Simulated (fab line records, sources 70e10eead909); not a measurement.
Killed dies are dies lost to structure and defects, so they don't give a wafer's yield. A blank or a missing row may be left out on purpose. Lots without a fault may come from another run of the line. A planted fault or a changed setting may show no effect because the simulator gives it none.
Chamber matching | flow nand_harc | NHARC_A_M1_DEP_33 on pecvd-04: 3 sister chambers
The step deposits SiCN, target thk 30 nm. 14 wafers are shown with their chamber, then 7 later ones without.

WAFERS WITH THEIR CHAMBER
wafer  | chamber | heater_power_w (W)
L075.1 | 1       | 611
L075.4 | 2       | 565
L075.5 | 0       | 624
L079.1 | 2       | 504
L079.2 | 0       | 626
L079.3 | 1       | 692
L078.1 | 2       | 569
L078.5 | 0       | 556
L078.6 | 1       | 577
L082.1 | 1       | 691
L082.4 | 2       | 526
L082.6 | 1       | 698
L081.2 | 0       | 584
L081.5 | 0       | 574

SIGNATURES (means of the wafers above)
reading        | chamber 0 | chamber 1 | chamber 2 | scatter within a chamber
heater_power_w | 592.80    | 653.80    | 541.00    | 41.9
Rule: a wafer's distance from a chamber is the root of the sum, over the readings, of the square of ((its reading less the chamber's mean) divided by the reading's scatter). The wafer belongs to the nearest chamber; if the next one is less than 2 further off, it can't be placed. The scatter: the root of (the sum of the squares of (reading less its chamber's mean) over the shown wafers, divided by (wafers less chambers)).

WAFERS WITHOUT THEIR CHAMBER
wafer  | heater_power_w (W)
L081.6 | 717
L086.3 | 721
L086.4 | 637
L086.5 | 575
L093.2 | 616
L093.3 | 602
L093.6 | 621

WHICH CHAMBER EACH WENT THROUGH
wafer  | from the rows above          | in truth
L081.6 | can't be placed: 1 or 0      | 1
L086.3 | can't be placed: 1 or 0      | 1
L086.4 | can't be placed: 1 or 0 or 2 | 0
L086.5 | can't be placed: 0 or 2 or 1 | 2
L093.2 | can't be placed: 0 or 1 or 2 | 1
L093.3 | can't be placed: 0 or 1 or 2 | 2
L093.6 | can't be placed: 0 or 1 or 2 | 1
Placed correctly: 0 of 7. Can't be placed from these rows: 7 (the true chamber is among the candidates in 7). Placed wrongly: 0.
